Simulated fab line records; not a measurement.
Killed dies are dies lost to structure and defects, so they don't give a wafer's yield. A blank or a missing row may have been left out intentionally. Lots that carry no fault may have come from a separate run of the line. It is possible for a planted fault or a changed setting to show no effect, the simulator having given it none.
Which tool is to blame? :: flow n5Finfet :: 11 lots with 33 wafers sampled at 4 steps, on a route of 1938 steps

## WHAT EACH GAUGE READ, for each wafer
N5_BEOL_M8_INSPECT_58: inspects for defects (darkfield). Usual: rawDefectCount reads 69 (standard deviation 25).
lot: L434
measured: day 11 07:31
on: defectInspect-01
rawDefectCount: 49 52 46
flag: 

lot: L436
measured: day 12 00:47
on: defectInspect-02
rawDefectCount: 51 67 82
flag: 

lot: L437
measured: day 12 05:31
on: defectInspect-01
rawDefectCount: 89 67 71
flag: 

lot: L438
measured: day 12 13:32
on: defectInspect-01
rawDefectCount: 90 79 85
flag: 

lot: L439
measured: day 13 02:33
on: defectInspect-01
rawDefectCount: 49 62 47
flag: 

lot: L440
measured: day 13 04:32
on: defectInspect-02
rawDefectCount: 75 76 62
flag: 

lot: L441
measured: day 13 10:47
on: defectInspect-01
rawDefectCount: 40 56 43
flag: 

lot: L444
measured: day 14 02:04
on: defectInspect-02
rawDefectCount: 74 66 52
flag: 

lot: L446
measured: day 14 10:01
on: defectInspect-01
rawDefectCount: 29 73 82
flag: 

lot: L451
measured: day 15 12:57
on: defectInspect-01
rawDefectCount: 51 43 50
flag: 

lot: L453
measured: day 16 12:40
on: defectInspect-02
rawDefectCount: 88 71 68
flag: 

## WHAT TOOL EACH LOT RAN ON (gives the tool, then ch and the chambers of the sampled wafers, and finally the start)
lot: L434
N5_BEOL_M8_STRIP_80: rieDiel-02 ch 0,1,2, day 11 05:22 or earlier
N5_BEOL_M8_ALD_77: aldMetal-04 ch 0,1, day 11 05:22
N5_BEOL_M8_CMP_52: cmp-03 ch 2,3, day 11 07:04

lot: L436
N5_BEOL_M8_STRIP_80: rieDiel-03 ch 0,1,3, day 11 23:05 or earlier
N5_BEOL_M8_ALD_77: aldMetal-01 ch 0,1,2, day 11 23:05
N5_BEOL_M8_CMP_52: cmp-03 ch 0,1,2, day 12 00:19

lot: L437
N5_BEOL_M8_STRIP_80: rieDiel-05 ch 2,3, day 12 03:59 or earlier
N5_BEOL_M8_ALD_77: aldMetal-02 ch 0,1, day 12 03:59
N5_BEOL_M8_CMP_52: cmp-04 ch 1,2,3, day 12 05:08

lot: L438
N5_BEOL_M8_STRIP_80: rieDiel-03 ch 0,2,3, day 12 11:51 or earlier
N5_BEOL_M8_ALD_77: aldMetal-01 ch 1,3, day 12 11:51
N5_BEOL_M8_CMP_52: cmp-02 ch 1,2,3, day 12 13:07

lot: L439
N5_BEOL_M8_STRIP_80: rieDiel-03 ch 0,1,2, day 13 00:56 or earlier
N5_BEOL_M8_ALD_77: aldMetal-01 ch 0,1,3, day 13 00:56
N5_BEOL_M8_CMP_52: cmp-04 ch 1,2,3, day 13 02:08

lot: L440
N5_BEOL_M8_STRIP_80: rieDiel-02 ch 0,2, day 13 02:11 or earlier
N5_BEOL_M8_ALD_77: aldMetal-02 ch 0,2, day 13 02:11
N5_BEOL_M8_CMP_52: cmp-02 ch 0,1, day 13 04:05

lot: L441
N5_BEOL_M8_STRIP_80: rieDiel-03 ch 0,3, day 13 08:50 or earlier
N5_BEOL_M8_ALD_77: aldMetal-04 ch 0,2,3, day 13 08:50
N5_BEOL_M8_CMP_52: cmp-02 ch 0,3, day 13 10:20

lot: L444
N5_BEOL_M8_STRIP_80: rieDiel-05 ch 1,2, day 13 23:58 or earlier
N5_BEOL_M8_ALD_77: aldMetal-01 ch 0,1,2, day 13 23:58
N5_BEOL_M8_CMP_52: cmp-02 ch 0,1,2, day 14 01:41

lot: L446
N5_BEOL_M8_STRIP_80: rieDiel-05 ch 1,2,3, day 14 08:13 or earlier
N5_BEOL_M8_ALD_77: aldMetal-01 ch 0,1,2, day 14 08:13
N5_BEOL_M8_CMP_52: cmp-04 ch 0,1,3, day 14 09:37

lot: L451
N5_BEOL_M8_STRIP_80: rieDiel-05 ch 1,2, day 15 11:23 or earlier
N5_BEOL_M8_ALD_77: aldMetal-04 ch 0,1,3, day 15 11:23
N5_BEOL_M8_CMP_52: cmp-02 ch 0,1,2, day 15 12:37

lot: L453
N5_BEOL_M8_STRIP_80: rieDiel-02 ch 1,2,3, day 16 09:26 or earlier
N5_BEOL_M8_ALD_77: aldMetal-02 ch 0,2,3, day 16 09:26
N5_BEOL_M8_CMP_52: cmp-04 ch 0,1,2, day 16 12:15
- N5_BEOL_M8_STRIP_80: strips in N2/H2, time 10 s.
- N5_BEOL_M8_ALD_77: deposits TaN, target thk 2 nm, pulse time 2 s, purge time 3 s.
- N5_BEOL_M8_CMP_52: polishes, stops on SiCOH lowk, t overpolish 6.9 s, target thk 80 nm.

## WHAT THE TOOLS THEMSELVES READ (means of the sampled wafers that have a number; where no wafer has one, the mark that the record gives instead)
N5_BEOL_M8_STRIP_80. Usual: drypumpMotorCurrentA 6.0 A, standard deviation 0.48; oesProductAu 0.79 a.u., standard deviation 0.075; rfVppV 59.4 V, standard deviation 0.89; showerheadPlenumPTorr 2.60 Torr, standard deviation 0.075; throttleValvePct 23.7 %, standard deviation 0.31.
lot: L434
tool: rieDiel-02
drypumpMotorCurrentA (A): 5.8
oesProductAu (a.u.): 0.82
rfVppV (V): 59.8
showerheadPlenumPTorr (Torr): 2.60
throttleValvePct (%): 23.6
flag: 

lot: L436
tool: rieDiel-03
drypumpMotorCurrentA (A): 6.4
oesProductAu (a.u.): 0.77
rfVppV (V): 59.2
showerheadPlenumPTorr (Torr): 2.58
throttleValvePct (%): 23.4
flag: 

lot: L437
tool: rieDiel-05
drypumpMotorCurrentA (A): 6.1
oesProductAu (a.u.): 0.88
rfVppV (V): 59.1
showerheadPlenumPTorr (Torr): 2.60
throttleValvePct (%): 23.3
flag: 

lot: L438
tool: rieDiel-03
drypumpMotorCurrentA (A): 6.1
oesProductAu (a.u.): 0.80
rfVppV (V): 59.7
showerheadPlenumPTorr (Torr): 2.60
throttleValvePct (%): 23.7
flag: 

lot: L439
tool: rieDiel-03
drypumpMotorCurrentA (A): 6.3
oesProductAu (a.u.): 0.80
rfVppV (V): 59.9
showerheadPlenumPTorr (Torr): 2.63
throttleValvePct (%): 23.6
flag: 

lot: L440
tool: rieDiel-02
drypumpMotorCurrentA (A): 6.2
oesProductAu (a.u.): 0.76
rfVppV (V): 59.2
showerheadPlenumPTorr (Torr): 2.64
throttleValvePct (%): 23.6
flag: 

lot: L441
tool: rieDiel-03
drypumpMotorCurrentA (A): 6.3
oesProductAu (a.u.): 0.81
rfVppV (V): 58.3
showerheadPlenumPTorr (Torr): 2.56
throttleValvePct (%): 23.5
flag: 

lot: L444
tool: rieDiel-05
drypumpMotorCurrentA (A): 5.2
oesProductAu (a.u.): 0.85
rfVppV (V): 59.4
showerheadPlenumPTorr (Torr): 2.50
throttleValvePct (%): 23.2
flag: 

lot: L446
tool: rieDiel-05
drypumpMotorCurrentA (A): 5.7
oesProductAu (a.u.): 0.81
rfVppV (V): 59.7
showerheadPlenumPTorr (Torr): 2.55
throttleValvePct (%): 23.3
flag: 

lot: L451
tool: rieDiel-05
drypumpMotorCurrentA (A): 5.6
oesProductAu (a.u.): 0.87
rfVppV (V): 59.9
showerheadPlenumPTorr (Torr): 2.54
throttleValvePct (%): 23.2
flag: 

lot: L453
tool: rieDiel-02
drypumpMotorCurrentA (A): 5.6
oesProductAu (a.u.): 0.80
rfVppV (V): 59.8
showerheadPlenumPTorr (Torr): 2.60
throttleValvePct (%): 23.8
flag: 

N5_BEOL_M8_ALD_77. Usual: heaterPowerW 420 W, standard deviation 75; precursorVesselPressureTorr 26.24 Torr, standard deviation 0.05; susceptorTempC 274.99 C, standard deviation 0.16.
lot: L434
tool: aldMetal-04
heaterPowerW (W): 444
precursorVesselPressureTorr (Torr): 26.21
susceptorTempC (C): 274.78
flag: 

lot: L436
tool: aldMetal-01
heaterPowerW (W): 414
precursorVesselPressureTorr (Torr): 26.24
susceptorTempC (C): 275.05
flag: 

lot: L437
tool: aldMetal-02
heaterPowerW (W): 397
precursorVesselPressureTorr (Torr): 26.22
susceptorTempC (C): 274.89
flag: 

lot: L438
tool: aldMetal-01
heaterPowerW (W): 350
precursorVesselPressureTorr (Torr): 26.25
susceptorTempC (C): 275.10
flag: 

lot: L439
tool: aldMetal-01
heaterPowerW (W): 382
precursorVesselPressureTorr (Torr): 26.26
susceptorTempC (C): 275.12
flag: 

lot: L440
tool: aldMetal-02
heaterPowerW (W): 545
precursorVesselPressureTorr (Torr): 26.28
susceptorTempC (C): 274.97
flag: 

lot: L441
tool: aldMetal-04
heaterPowerW (W): 441
precursorVesselPressureTorr (Torr): 26.21
susceptorTempC (C): 274.92
flag: 

lot: L444
tool: aldMetal-01
heaterPowerW (W): 413
precursorVesselPressureTorr (Torr): 26.23
susceptorTempC (C): 275.17
flag: 

lot: L446
tool: aldMetal-01
heaterPowerW (W): 416
precursorVesselPressureTorr (Torr): 26.25
susceptorTempC (C): 274.91
flag: 

lot: L451
tool: aldMetal-04
heaterPowerW (W): 466
precursorVesselPressureTorr (Torr): 26.25
susceptorTempC (C): 274.89
flag: 

lot: L453
tool: aldMetal-02
heaterPowerW (W): 436
precursorVesselPressureTorr (Torr): 26.25
susceptorTempC (C): 275.09
flag: 

N5_BEOL_M8_CMP_52. Usual: motorCurrentA reads 6.0 A (standard deviation 0.46).
lot: L434
tool: cmp-03
motorCurrentA (A): 6.1
flag: 

lot: L436
tool: cmp-03
motorCurrentA (A): 6.0
flag: 

lot: L437
tool: cmp-04
motorCurrentA (A): 6.0
flag: 

lot: L438
tool: cmp-02
motorCurrentA (A): 5.9
flag: 

lot: L439
tool: cmp-04
motorCurrentA (A): 6.0
flag: 

lot: L440
tool: cmp-02
motorCurrentA (A): 6.0
flag: 

lot: L441
tool: cmp-02
motorCurrentA (A): 6.4
flag: 

lot: L444
tool: cmp-02
motorCurrentA (A): 5.9
flag: 

lot: L446
tool: cmp-04
motorCurrentA (A): 6.4
flag: 

lot: L451
tool: cmp-02
motorCurrentA (A): 5.9
flag: 

lot: L453
tool: cmp-04
motorCurrentA (A): 5.8
flag: 

## THE ANSWER, worked out from the rows above alone
Rule: a lot is off if the mean of its wafers that have a number lies more than 3 standard deviations from the usual mean. A lot without any number at a reading at which 4 lots or more have one is off too. All remaining lots with rows at the step are treated as sound. The gauges are gone through in route order, then the tools' own readings, and for those a lot's mean is taken as printed above. The first step at which some lot is off is used, and at that step the reading that is off furthest; a lot without a number counts as furthest.
Across all readings shown, no lot is off: no conclusion can be drawn from this.

## WHAT WAS PUT IN BY THE SIMULATOR
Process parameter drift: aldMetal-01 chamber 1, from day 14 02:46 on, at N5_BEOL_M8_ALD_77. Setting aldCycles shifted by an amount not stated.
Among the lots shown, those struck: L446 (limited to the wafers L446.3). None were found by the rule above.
